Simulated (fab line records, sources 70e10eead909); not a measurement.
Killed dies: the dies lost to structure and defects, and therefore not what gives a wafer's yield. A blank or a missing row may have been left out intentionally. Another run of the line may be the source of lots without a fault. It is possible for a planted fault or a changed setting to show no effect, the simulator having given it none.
fab line records | flow nand_harc
[record] lots = 13 | wafers = 39 | last_day = 25
route steps=1159 shown A_CONTACT@959 A_BLC@974 END@1159
lots with no fault: from the same line, run without faults
start_h: hours from the record's first day to the start of the lot's first wafer shown | wait_h: time in hours since the lot's previous step | " repeats the value in the row above | L1.1+2: several wafers, shown together as one row | - value missing, or start not given | * or withheld: withheld | < > ~ a bound
route shown NAME@n: NAME is a module with steps in the file, n the number in the route of the first one | usual: mean/standard deviation taken from wafers without a fault | same: alike in all rows | chamber/n: place in a boat | sites: the reading at each site | _std_site: the standard deviation of these | _edge_site: outer sites' mean less inner sites' | radius_mm: for every site, how far away it sits from the centre of the wafer | mask NAME#n: copy n | behind: the tool/chamber that last shaped the wafer | hold: why the lot was held/for how many hours/how that ended | device: whichever transistor did not switch (one of n, p or np) | end of line: the tests these same wafers got at the end of their route | for a step that has no rows: nothing shown but its recipe | killed: dies lost to structure and defects at the first sort, not the wafer's yield | map: a wafer's dies, x killed, . not, _ none there
set.NAME: the setting the step ran with; set.NAME@STEP: the setting that earlier step ran with | model.NAME: the simulator's own value behind a step, which no gauge read
steps of the route over a sample of lots; a table a step, a row a wafer
services: when a tool's chamber went out of use (start_h, in hours from the record's first day, below 0 if earlier), for how many hours, and the reason
[[steps]]
[step NHARC_A_CONTACT_CVD_19]
[recipe] target_thk_a = 3000 | temp_c = 300 | pressure_torr = 40 | wf6_flow_sccm = 40 | h2_flow_sccm = 1600 | ar_flow_sccm = 1560 | time_s = 802 | material = W
[usual] heater_power_outer_w = 296/34 | heater_power_w = 519/44 | susceptor_temp_C = 299.99/0.2 | throttle_valve_pct = 8.3/0.42
[same] time_s = 802
lot.wafer | tool     | chamber | start_h | wait_h | heater_power_outer_w | heater_power_w | susceptor_temp_C | throttle_valve_pct
L678.2    | cvd_w-02 | 1       | -       | -      | 284                  | 488            | 300.02           | 8.6
L678.3    | "        | 0       | "       | "      | 337                  | 566            | 300.30           | 7.8
L678.5    | "        | 1       | "       | "      | 288                  | 498            | 299.93           | 8.8
L677.1    | cvd_w-01 | 0       | -       | -      | 231                  | 445            | -                | 8.6
L677.4    | "        | 1       | "       | "      | 276                  | 525            | -                | 8.0
L677.5    | "        | 0       | "       | "      | 232                  | 443            | -                | 8.9
L679.1    | cvd_w-02 | 1       | -       | -      | 285                  | 480            | 299.99           | 8.9
L679.2    | "        | 0       | "       | "      | 335                  | 579            | 299.96           | 7.6
L679.3    | "        | 0       | "       | "      | 337                  | 573            | 299.81           | 7.7
L681.1    | cvd_w-02 | 1       | -       | -      | 286                  | 477            | 300.12           | 8.6
L681.2    | "        | 0       | "       | "      | 333                  | 567            | 300.05           | 7.9
L681.3    | "        | 1       | "       | "      | 287                  | 499            | 299.88           | 8.9
L680.1    | cvd_w-02 | 1       | -       | -      | 287                  | 496            | 300.17           | 8.5
L680.6    | "        | 0       | "       | "      | 328                  | 570            | 299.67           | 7.8
L680.5    | "        | 1       | "       | "      | 284                  | 487            | 300.10           | 8.6
L682.3    | cvd_w-01 | 0       | -       | -      | 233                  | 439            | 299.83           | 8.6
L682.4    | "        | 1       | "       | "      | 268                  | 525            | 300.16           | 8.0
L682.6    | "        | 0       | "       | "      | 231                  | 437            | 299.92           | 8.5
L689.2    | cvd_w-02 | 0       | -       | -      | 336                  | 566            | 299.95           | 7.8
L689.4    | "        | 0       | "       | "      | 338                  | 569            | 299.52           | 7.8
L689.5    | "        | 0       | "       | "      | 321                  | 551            | 299.75           | 7.8
L688.3    | cvd_w-02 | 1       | -       | -      | 283                  | 490            | -                | 8.7
L688.4    | "        | 0       | "       | "      | 335                  | 571            | -                | 7.6
L688.5    | "        | 0       | "       | "      | 331                  | 581            | -                | 7.9
L693.2    | cvd_w-02 | 0       | -       | -      | 340                  | 559            | 300.01           | 8.0
L693.6    | "        | 1       | "       | "      | 288                  | 501            | 299.84           | 8.6
L693.5    | "        | 0       | "       | "      | 341                  | 575            | 300.36           | 7.8
L696.1    | cvd_w-01 | 1       | -       | -      | 248                  | 483            | 299.78           | 7.7
L696.4    | "        | 1       | "       | "      | 250                  | 481            | 299.72           | 8.0
L696.6    | "        | 1       | "       | "      | 253                  | 473            | 299.82           | 8.0
L697.3    | cvd_w-02 | 0       | -       | -      | 334                  | 568            | 300.22           | 7.9
L697.6    | "        | 1       | "       | "      | 298                  | 494            | 300.33           | 8.4
L697.5    | "        | 0       | "       | "      | 333                  | 560            | 299.91           | 7.7
L698.1    | cvd_w-02 | 0       | -       | -      | 340                  | 566            | 300.06           | 7.8
L698.2    | "        | 1       | "       | "      | 288                  | 509            | 300.13           | 8.6
L698.4    | "        | 0       | "       | "      | 330                  | 561            | 300.33           | 7.9
L699.2    | cvd_w-02 | 0       | -       | -      | 332                  | 558            | 300.03           | 7.8
L699.3    | "        | 1       | "       | "      | 290                  | 506            | 300.33           | 8.6
L699.4    | "        | 0       | "       | "      | 336                  | 573            | 300.01           | 7.8
[step NHARC_A_BLC_CD_MEAS_10]
[recipe] target_cd_nm = 100 | landing_energy_ev = 500
[usual] cd_nm = 99.9/0.61
[same] landing_energy_ev = 500
lot.wafer | tool      | chamber | start_h | wait_h | cd_nm
L678.2    | cd_sem-02 | 0       | 402.16  | -      | 100.3
L678.3    | "         | 0       | "       | "      | 99.7
L678.5    | "         | 0       | "       | "      | 100.4
L677.1    | cd_sem-02 | 0       | 402.58  | -      | 99.5
L677.4    | "         | 0       | "       | "      | 99.0
L677.5    | "         | 0       | "       | "      | 100.4
L679.1    | cd_sem-01 | 0       | 419.63  | -      | 99.6
L679.2    | "         | 0       | "       | "      | 99.6
L679.3    | "         | 0       | "       | "      | 99.1
L681.1    | cd_sem-02 | 0       | 420.41  | -      | 99.3
L681.2    | "         | 0       | "       | "      | 99.7
L681.3    | "         | 0       | "       | "      | 99.9
L680.1    | cd_sem-02 | 0       | 428.28  | -      | 100.3
L680.5    | "         | 0       | "       | "      | 100.7
L680.6    | "         | 0       | "       | "      | 100.6
L682.3    | cd_sem-01 | 0       | 442.93  | -      | 99.2
L682.4    | "         | 0       | "       | "      | 99.4
L682.6    | "         | 0       | "       | "      | 100.5
L689.2    | cd_sem-02 | 0       | 460.85  | -      | 101.0
L689.4    | "         | 0       | "       | "      | 101.4
L689.5    | "         | 0       | "       | "      | 101.0
L688.3    | cd_sem-02 | 0       | 464.89  | -      | 100.1
L688.4    | "         | 0       | "       | "      | 100.3
L688.5    | "         | 0       | "       | "      | 99.8
L693.2    | cd_sem-03 | 0       | 491.54  | -      | 99.8
L693.5    | "         | 0       | "       | "      | 100.1
L693.6    | "         | 0       | "       | "      | 100.2
L696.1    | cd_sem-03 | 0       | 502.70  | -      | 100.1
L696.4    | "         | 0       | "       | "      | 99.1
L696.6    | "         | 0       | "       | "      | 99.4
L697.3    | cd_sem-02 | 0       | 506.77  | -      | 100.4
L697.5    | "         | 0       | "       | "      | 100.7
L697.6    | "         | 0       | "       | "      | 100.6
L698.1    | cd_sem-03 | 0       | 507.95  | -      | 99.9
L698.2    | "         | 0       | "       | "      | 99.1
L698.4    | "         | 0       | "       | "      | 99.9
L699.2    | cd_sem-01 | 0       | 539.55  | -      | 99.2
L699.3    | "         | 0       | "       | "      | 99.0
L699.4    | "         | 0       | "       | "      | 99.0
[step NHARC_A_BLC_OVL_MEAS_11]
[usual] overlay_x_nm = 0.1/0.9 | overlay_y_nm = 0.1/0.79
lot.wafer | tool       | chamber | start_h | wait_h | overlay_x_nm | overlay_y_nm
L678.2    | overlay-01 | -       | 402.25  | -      | 0.2          | 0.7
L678.3    | "          | -       | "       | "      | 0.3          | 1.0
L678.5    | "          | -       | "       | "      | 0.0          | 0.8
L677.1    | overlay-02 | -       | 402.67  | -      | 1.0          | 1.1
L677.4    | "          | -       | "       | "      | 0.9          | 0.7
L677.5    | "          | -       | "       | "      | 1.2          | 1.0
L679.1    | overlay-01 | -       | 419.72  | -      | -0.1         | 0.4
L679.2    | "          | -       | "       | "      | 0.2          | 0.3
L679.3    | "          | -       | "       | "      | 0.1          | 0.2
L681.1    | overlay-02 | -       | 420.50  | -      | 0.2          | 0.2
L681.2    | "          | -       | "       | "      | 0.2          | 0.3
L681.3    | "          | -       | "       | "      | -0.1         | 0.6
L680.1    | overlay-02 | -       | 428.36  | -      | 0.6          | -1.3
L680.5    | "          | -       | "       | "      | 0.7          | -0.5
L680.6    | "          | -       | "       | "      | 0.4          | -0.5
L682.3    | overlay-02 | -       | 443.02  | -      | -0.6         | 1.0
L682.4    | "          | -       | "       | "      | -0.9         | 0.7
L682.6    | "          | -       | "       | "      | -1.1         | 0.5
L689.2    | overlay-01 | -       | 460.94  | -      | 0.2          | -1.3
L689.4    | "          | -       | "       | "      | 0.0          | -1.1
L689.5    | "          | -       | "       | "      | 0.3          | -0.8
L688.3    | overlay-01 | -       | 464.98  | -      | 0.0          | -0.1
L688.4    | "          | -       | "       | "      | 0.0          | -0.3
L688.5    | "          | -       | "       | "      | 0.6          | -0.3
L693.2    | overlay-01 | -       | 491.63  | -      | -1.9         | 0.3
L693.5    | "          | -       | "       | "      | -2.4         | 0.1
L693.6    | "          | -       | "       | "      | -1.6         | -0.1
L696.1    | overlay-02 | -       | 502.78  | -      | 0.9          | -0.4
L696.4    | "          | -       | "       | "      | 0.6          | 0.4
L696.6    | "          | -       | "       | "      | 0.7          | 0.1
L697.3    | overlay-01 | -       | 506.86  | -      | 0.2          | 0.4
L697.5    | "          | -       | "       | "      | 0.3          | 0.8
L697.6    | "          | -       | "       | "      | 0.6          | 0.4
L698.1    | overlay-02 | -       | 508.04  | -      | -0.4         | -1.6
L698.2    | "          | -       | "       | "      | -0.9         | -1.6
L698.4    | "          | -       | "       | "      | -0.5         | -2.1
L699.2    | overlay-01 | -       | 539.63  | -      | 1.5          | 1.0
L699.3    | "          | -       | "       | "      | 1.3          | 1.3
L699.4    | "          | -       | "       | "      | 0.8          | 1.4
[step NHARC_A_BLC_ALD_23]
[recipe] target_thk_a = 30 | pulse_time_s = 1 | ald_cycles = 150 | temp_c = 450 | material = TiN
[usual] ald_cycles = 150/0 | heater_power_outer_w = 682/98 | heater_power_w = 1079/150 | precursor_pulse_height_rel = 1.000/0.019 | susceptor_temp_C = 449.96/0.24
lot.wafer | tool         | chamber | start_h | wait_h | ald_cycles | heater_power_outer_w | heater_power_w | precursor_pulse_height_rel | susceptor_temp_C
L678.3    | ald_metal-03 | 0       | 404.32  | -      | 150        | 574                  | 929            | 0.990                      | 449.80
L678.2    | "            | 2       | "       | "      | 150        | 574                  | 941            | 0.973                      | 449.59
L678.5    | "            | 0       | "       | "      | 150        | 553                  | 934            | 1.003                      | 449.62
L677.4    | ald_metal-01 | 0       | 404.60  | -      | 150        | 635                  | 949            | 1.028                      | 450.10
L677.1    | "            | 3       | "       | "      | 150        | 791                  | 1197           | 0.994                      | 450.07
L677.5    | "            | 1       | "       | "      | 150        | 768                  | 1066           | 1.033                      | 450.08
L679.1    | ald_metal-01 | 3       | 421.63  | -      | 150        | 799                  | 1165           | 0.998                      | 449.92
L679.2    | "            | 0       | "       | "      | 150        | 627                  | 943            | 0.995                      | 449.92
L679.3    | "            | 2       | "       | "      | 150        | 682                  | 1058           | 0.991                      | 450.00
L681.2    | ald_metal-02 | 2       | 422.43  | -      | 150        | 747                  | 1285           | 1.015                      | 449.56
L681.1    | "            | 3       | "       | "      | 150        | 624                  | 1059           | 1.027                      | 450.04
L681.3    | "            | 1       | "       | "      | 150        | 855                  | 1295           | 0.999                      | 450.02
L680.1    | ald_metal-02 | 1       | 430.40  | -      | 150        | 822                  | 1321           | 1.026                      | 449.94
L680.6    | "            | 2       | "       | "      | 150        | 747                  | 1292           | 0.945                      | 449.92
L680.5    | "            | 3       | "       | "      | 150        | 636                  | 1042           | 1.007                      | 450.10
L682.4    | ald_metal-01 | 0       | 444.93  | -      | 150        | 605                  | 966            | 1.004                      | 450.02
L682.3    | "            | 2       | "       | "      | 150        | 681                  | 1100           | 0.997                      | 449.71
L682.6    | "            | 0       | "       | "      | 150        | 627                  | 969            | 1.002                      | 449.67
L689.4    | ald_metal-02 | 0       | 463.02  | -      | 150        | 622                  | 963            | 1.017                      | 450.02
L689.2    | "            | 2       | "       | "      | 150        | 780                  | 1325           | 1.000                      | 450.06
L689.5    | "            | 1       | "       | "      | 65         | 844                  | 1341           | 1.010                      | 449.60
L688.3    | ald_metal-02 | 2       | 466.96  | -      | 150        | 781                  | 1355           | 0.976                      | -
L688.4    | "            | 0       | "       | "      | 150        | 619                  | 973            | 1.001                      | -
L688.5    | "            | 1       | "       | "      | 65         | 833                  | 1343           | 1.009                      | -
L693.2    | ald_metal-01 | 0       | 493.55  | -      | 150        | 614                  | 932            | 1.003                      | 450.05
L693.6    | "            | 0       | "       | "      | 150        | 591                  | 941            | 0.973                      | 449.87
L693.5    | "            | 1       | "       | "      | 150        | 821                  | 1168           | 1.017                      | 449.93
L696.4    | ald_metal-01 | 1       | 504.89  | -      | 150        | 817                  | 1141           | 1.037                      | 450.07
L696.1    | "            | 0       | "       | "      | 150        | 612                  | 930            | 0.980                      | 449.84
L696.6    | "            | 2       | "       | "      | 150        | 687                  | 1068           | 1.019                      | 449.79
L697.3    | ald_metal-01 | 2       | 508.85  | -      | 150        | 682                  | 1073           | 1.009                      | 450.07
L697.5    | "            | 0       | "       | "      | 150        | 617                  | 919            | 1.020                      | 450.12
L697.6    | "            | 1       | "       | "      | 150        | 812                  | 1190           | 0.976                      | 450.21
L698.2    | ald_metal-03 | 0       | 510.14  | -      | 150        | 583                  | 944            | 0.988                      | 449.90
L698.4    | "            | 1       | "       | "      | 150        | 542                  | 888            | 1.022                      | 449.37
L698.1    | "            | 3       | "       | "      | 150        | 707                  | 1209           | 1.005                      | 450.12
L699.4    | ald_metal-01 | 2       | 541.57  | -      | 150        | 700                  | 1073           | 0.992                      | 449.95
L699.3    | "            | 3       | "       | "      | 150        | 752                  | 1111           | 1.019                      | 449.74
L699.2    | "            | 0       | "       | "      | 150        | 609                  | 920            | 1.006                      | 450.53
[step NHARC_END_SORT_01]
[recipe] temp_c = 25
[usual] killed_at_array = 25/9.2 | killed_at_other = 0.8/1.2 | killed_at_periphery = 3.9/2.6 | killed_dies = 30/9.7 | killed_open = 3.4/1.9 | killed_short = 2.0/1.4
[same] gross_dies = 677
lot.wafer | tool      | chamber | start_h | wait_h | hold                     | killed_at_array | killed_at_other | killed_at_periphery | killed_dies | killed_open | killed_short
L677.1    | prober-02 | 0       | 451.39  | 2.5    | -                        | 14              | 0               | 4                   | 18          | 1           | 0
L677.4    | prober-02 | 0       | 453.81  | 3.4    | -                        | 19              | 0               | 3                   | 22          | 2           | 3
L677.5    | prober-02 | 0       | 454.61  | 3.7    | -                        | 11              | 0               | 3                   | 14          | 1           | 0
L680.1    | prober-02 | 0       | 475.65  | 2.5    | -                        | 27              | 0               | 5                   | 32          | 2           | 3
L680.5    | prober-02 | 0       | 478.90  | 3.7    | -                        | 35              | 0               | 6                   | 41          | 7           | 1
L680.6    | prober-02 | 0       | 479.71  | 4.1    | -                        | 38              | 0               | 8                   | 46          | 4           | 1
L689.2    | prober-02 | 0       | 508.28  | 2.8    | await_dispo/3.3h/release | 23              | 0               | 3                   | 26          | 4           | 2
L689.4    | prober-02 | 0       | 509.88  | 3.4    | await_dispo/3.3h/release | 18              | 1               | 3                   | 22          | 2           | 1
L689.5    | prober-02 | 0       | 510.69  | 3.7    | await_dispo/3.3h/release | 669             | 2               | 6                   | 677         | 5           | 2
L688.3    | prober-01 | 0       | 516.79  | 3.1    | await_dispo/3.2h/release | 24              | 0               | 3                   | 27          | 5           | 1
L688.4    | prober-01 | 0       | 517.59  | 3.4    | await_dispo/3.2h/release | 24              | 0               | 6                   | 30          | 2           | 2
L688.5    | prober-01 | 0       | 518.40  | 3.7    | await_dispo/3.2h/release | 669             | 1               | 7                   | 677         | 3           | 3
L693.2    | prober-02 | 0       | 544.72  | 2.8    | -                        | 19              | 1               | 3                   | 23          | 6           | 2
L693.5    | prober-02 | 0       | 547.12  | 3.7    | -                        | 19              | 1               | 2                   | 22          | 7           | 3
L693.6    | prober-02 | 0       | 547.91  | 4.0    | -                        | 10              | 1               | 3                   | 14          | 2           | 1
// killed by level:class
L677.1 P_STI:chamber_film_flake=4 A_CHANNEL_HOLE_D1:chamber_film_flake=4 A_STAIRCASE:chamber_film_flake=3 A_SLIT:chamber_film_flake=3 A_M0:geometric_particle:open=1 A_ZERO_WELL:chamber_film_flake=1 A_WL_FILL:chamber_film_flake=1 A_CONTACT:chamber_film_flake=1
L677.4 A_SLIT:chamber_film_flake=6 A_STAIRCASE:chamber_film_flake=3 A_CONTACT:chamber_film_flake=3 P_GATE:chamber_film_flake=2 A_WL_FILL:chamber_film_flake=2 P_M1:geometric_particle:open=1 A_CHANNEL_HOLE_D1:geometric_particle:short=1 A_CONTACT:geometric_particle:short=1
L677.5 A_SLIT:chamber_film_flake=4 A_STAIRCASE:chamber_film_flake=2 A_CONTACT:chamber_film_flake=2 A_ONON_D1:geometric_particle:open=1 P_STI:chamber_film_flake=1 P_GATE:chamber_film_flake=1 P_BONDPAD:chamber_film_flake=1 A_CHANNEL_HOLE_D1:chamber_film_flake=1
L680.1 A_CHANNEL_HOLE_D1:chamber_film_flake=8 A_SLIT:chamber_film_flake=7 A_STAIRCASE:chamber_film_flake=5 P_M2:chamber_film_flake=3 A_CONTACT:chamber_film_flake=2 A_ONON_D1:geometric_particle:open=1 A_ONON_D1:geometric_particle:short=1 A_CHANNEL_FILL_D1:geometric_particle:short=1
L680.5 A_SLIT:chamber_film_flake=11 A_CHANNEL_HOLE_D1:chamber_film_flake=9 A_STAIRCASE:chamber_film_flake=6 A_CONTACT:geometric_particle:open=2 A_BLC:geometric_particle:open=2 P_STI:chamber_film_flake=2 P_M2:chamber_film_flake=2 P_CONTACT:geometric_particle:open=1
L680.6 A_CHANNEL_HOLE_D1:chamber_film_flake=16 A_SLIT:chamber_film_flake=10 P_M2:chamber_film_flake=4 A_STAIRCASE:chamber_film_flake=4 A_M0:geometric_particle:open=3 P_STI:chamber_film_flake=2 P_GATE:chamber_film_flake=2 A_CONTACT:chamber_film_flake=2
L689.2 A_CHANNEL_HOLE_D1:chamber_film_flake=12 A_SGD_CUT:chamber_film_flake=3 A_CONTACT:chamber_film_flake=2 P_CONTACT:geometric_particle:short=1 P_CONTACT:geometric_particle:open=1 A_CHANNEL_FILL_D1:geometric_particle:short=1 A_WL_FILL:geometric_particle:open=1 A_BLC:geometric_particle:open=1
L689.4 A_CHANNEL_HOLE_D1:chamber_film_flake=9 A_SGD_CUT:chamber_film_flake=3 P_M0:chamber_film_flake=2 A_CONTACT:chamber_film_flake=2 P_M1:geometric_particle:open=1 A_CHANNEL_FILL_D1:geometric_particle:open=1 A_CONTACT:geometric_particle:short=1 A_ZERO_WELL:chamber_film_flake=1
L689.5 A_BLC:area_ald=655 A_CHANNEL_HOLE_D1:chamber_film_flake=6 A_CONTACT:chamber_film_flake=4 THIN_TSV:chamber_film_flake=2 P_GATE:geometric_particle:short=1 P_GATE:geometric_particle:open=1 P_CONTACT:geometric_particle:short=1 P_M2:geometric_particle:open=1
L688.3 A_SLIT:chamber_film_flake=14 A_CONTACT:geometric_particle:open=3 A_CONTACT:chamber_film_flake=3 P_M0:geometric_particle:open=2 A_CHANNEL_HOLE_D1:chamber_film_flake=2 A_M1:geometric_particle:short=1 P_GATE:chamber_film_flake=1 A_WL_FILL:chamber_film_flake=1
L688.4 A_SLIT:chamber_film_flake=11 A_CHANNEL_HOLE_D1:chamber_film_flake=4 A_CONTACT:chamber_film_flake=4 A_STAIRCASE:chamber_film_flake=3 P_ZERO_WELL:chamber_film_flake=2 P_GATE:chamber_film_flake=2 P_STI:geometric_particle:short=1 P_CONTACT:geometric_particle:open=1
L688.5 A_BLC:area_ald=648 A_CONTACT:chamber_film_flake=7 A_CHANNEL_HOLE_D1:chamber_film_flake=5 A_SLIT:chamber_film_flake=5 P_ZERO_WELL:chamber_film_flake=2 P_GATE:chamber_film_flake=2 A_STAIRCASE:chamber_film_flake=2 P_GATE:geometric_particle:open=1
L693.2 A_CHANNEL_HOLE_D1:chamber_film_flake=5 A_CONTACT:chamber_film_flake=5 A_ONON_D1:geometric_particle:open=2 P_GATE:chamber_film_flake=2 P_CONTACT:geometric_particle:open=1 A_ONON_D1:geometric_particle:short=1 A_CHANNEL_FILL_D1:geometric_particle:short=1 A_WL_FILL:geometric_particle:open=1
L693.5 A_CONTACT:chamber_film_flake=6 A_M0:geometric_particle:open=4 A_CHANNEL_HOLE_D1:chamber_film_flake=3 A_CONTACT:geometric_particle:open=2 P_M1:geometric_particle:open=1 A_ONON_D1:geometric_particle:short=1 A_CHANNEL_FILL_D1:geometric_particle:short=1 A_WL_FILL:geometric_particle:short=1
L693.6 A_CONTACT:chamber_film_flake=5 A_CHANNEL_HOLE_D1:chamber_film_flake=3 P_GATE:geometric_particle:open=1 A_CHANNEL_HOLE_D1:geometric_particle:short=1 STARTING-WAFER:geometric_particle:open=1 P_GATE:chamber_film_flake=1 P_M2:chamber_film_flake=1 A_WL_FILL:chamber_film_flake=1
[[services]]
tool         | chamber | start_h | hours | kind
ald_metal-03 | -       | 379.62  | 1.8   | repair
ald_metal-02 | 3       | 383.71  | 13.3  | repair
cvd_w-02     | 0       | 389.29  | -     | clean
cvd_w-02     | 1       | 389.29  | -     | clean
ald_metal-01 | -       | 393.18  | 0.5   | repair
ald_metal-03 | 2       | 400.58  | 3.5   | repair
ald_metal-01 | -       | 437.58  | 2.8   | repair
ald_metal-01 | -       | 458.00  | 10.0  | pm
ald_metal-01 | 0       | 458.00  | 10.0  | vent_cycle
ald_metal-01 | 1       | 458.00  | 10.0  | vent_cycle
ald_metal-01 | 2       | 458.00  | 10.0  | vent_cycle
ald_metal-01 | 3       | 458.00  | 10.0  | vent_cycle
ald_metal-01 | 0       | 468.00  | -     | clean
ald_metal-01 | 1       | 468.00  | -     | clean
ald_metal-01 | 2       | 468.00  | -     | clean
ald_metal-01 | 3       | 468.00  | -     | clean
cvd_w-01     | -       | 480.87  | 13.0  | pm
cvd_w-01     | 0       | 480.87  | 23.2  | vent_cycle
cvd_w-01     | 1       | 480.87  | 13.0  | vent_cycle
ald_metal-01 | 3       | 486.49  | 5.1   | repair
cvd_w-01     | 1       | 493.87  | -     | clean
ald_metal-03 | -       | 500.00  | 10.0  | pm
ald_metal-03 | 0       | 500.00  | 10.0  | vent_cycle
ald_metal-01 | -       | 535.45  | 2.7   | repair
[[key]]
[first_sign] step = NHARC_A_BLC_ALD_23 | reading = ald_cycles | direction = down | sigmas = 99+ | usual = 150 | struck = 65
[effect] step = NHARC_END_SORT_01 | reading = killed_at_array | direction = up | sigmas = 70 | usual = 25 | struck = 669
[more_kills_born_at] NHARC_A_BLC_ALD_23@ald_metal-02 = 1303
met_at NHARC_A_BLC_ALD_23
struck_lots L688,L689
struck_wafers L688.5,L689.5
later_rows_left_out L688.5,L689.5
tester_left_out L688,L689
not_acting_at NHARC_A_CONTACT_CVD_19,NHARC_A_BLC_CD_MEAS_10,NHARC_A_BLC_OVL_MEAS_11
onset_between 430.40 463.02
[fault] kind = process_parameter_drift | tool = ald_metal-02 | chamber = - | onset_h = 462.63 | steps = NHARC_A_BLC_ALD_23 | channel = ald_cycles | offset = -85 | shape = step | end_h = 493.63 | scope = struck_wafers_only | acts_in = these_recipes_only | stated = 150
// tester_left_out: of these lots the tester's yield and bins aren't shown, on N5 and GAA mostly nor the transistor test; their killed dies are dies lost to structure and defects alone, not to doping, threshold or leakage, so they don't give the yield
// later_rows_left_out: the simulator's readings of these wafers behind a module that went badly wrong aren't trusted and aren't shown, but for the sort
